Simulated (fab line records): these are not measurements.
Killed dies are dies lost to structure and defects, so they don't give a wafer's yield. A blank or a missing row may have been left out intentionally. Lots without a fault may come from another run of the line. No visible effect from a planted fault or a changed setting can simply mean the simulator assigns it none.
The tool behind it: which one?    flow nandHarc    24 lots, 72 wafers sampled, at 1 step of a route of 1302

## WHAT THE GAUGES SHOWED, per wafer
NHARC_A_CONTACT_OVL_MEAS_43. Usual: overlayXNm 0.1 nm, standard deviation 0.79; overlayYNm 0.1 nm, standard deviation 0.67.
lot   measured      on          overlayXNm (nm)  overlayYNm (nm)  flag
L075  day 21 22:38  overlay-02  0.5 0.5 0.1      -0.3 -0.8 -0.1   
L074  day 21 22:41  overlay-02  -0.1 0.1 0.2     -0.1 -0.1 -0.2   
L076  day 22 03:54  overlay-02  1.1 0.6 1.1      0.0 -0.3 -0.2    
L077  day 23 05:05  overlay-02  -0.1 -0.4 -0.7   0.6 0.4 0.2      
L079  day 23 13:11  overlay-01  -0.2 0.2 -0.3    -0.8 -0.9 -0.7   
L078  day 24 02:40  overlay-01  0.9 0.6 1.0      0.3 0.6 0.0      
L081  day 24 10:13  overlay-01  1.2 0.9 1.0      0.6 0.0 0.5      
L082  day 24 22:04  overlay-01  -0.5 -0.5 -0.4   -0.2 -0.3 -0.2   
L080  day 25 00:30  overlay-01  0.7 0.2 0.3      1.1 1.0 1.3      
L083  day 25 04:33  overlay-01  -0.7 -0.7 -0.1   -1.2 -1.3 -0.6   
L084  day 25 09:46  overlay-01  -0.6 -0.8 -0.4   1.4 1.0 1.5      
L085  day 26 01:57  overlay-01  -0.8 -1.4 -1.4   0.3 0.3 0.3      
L086  day 26 09:02  overlay-02  0.6 0.4 0.3      0.5 0.2 0.2      
L087  day 26 11:04  overlay-01  0.5 0.4 0.7      -0.5 -0.8 -1.1   
L088  day 27 19:50  overlay-01  1.0 1.4 1.5      0.2 0.6 -0.1     
L089  day 27 21:04  overlay-01  -0.1 0.1 0.2     0.1 0.4 0.4      
L090  day 28 12:17  overlay-01  0.4 0.1 -0.1     -0.3 -0.8 -0.1   
L091  day 28 12:22  overlay-02  -1.6 -1.7 -1.4   1.2 0.6 0.9      
L092  day 28 21:01  overlay-02  -0.8 -0.7 -0.8   0.9 1.1 1.5      
L093  day 29 12:03  overlay-02  -1.0 -1.2 -1.3   -0.8 -0.6 -0.7   
L096  day 29 20:10  overlay-01  -0.7 -0.6 -0.9   -0.6 -0.6 -0.1   
L094  day 29 20:20  overlay-02  1.6 0.9 0.7      0.7 -0.3 0.4     
L095  day 30 00:34  overlay-01  0.3 -0.1 0.6     0.2 -0.2 -0.1    
L097  day 31 06:53  overlay-01  1.0 0.6 1.0      0.6 0.6 -0.2     

## EACH LOT AND THE TOOL THAT RAN IT (in order: tool; ch and the chambers of the sampled wafers; start)
The record holds no process step before these readings.

## WHAT THE TOOLS THEMSELVES READ (means of the sampled wafers that have a number; where no wafer has one, the mark that the record gives instead)
The record holds no such reading with a usual standard deviation.

## THE ANSWER, worked out from the rows above alone
Rule: take the mean of a lot's wafers that have a number; if it is more than 3 standard deviations from the usual mean, the lot is off. A lot without any number at a reading at which 4 lots or more have one is off too. Any other lot the step has rows for is counted as sound. After the gauges, taken in route order, come the tools' own readings; for these a lot's mean is taken, as printed above. At the first step where some lot is off, the reading lying furthest off is the one used; lots without a number count as furthest.
Across all readings shown, no lot is off: no conclusion can be drawn from this.

## WHAT HAD BEEN PUT IN BY THE SIMULATOR
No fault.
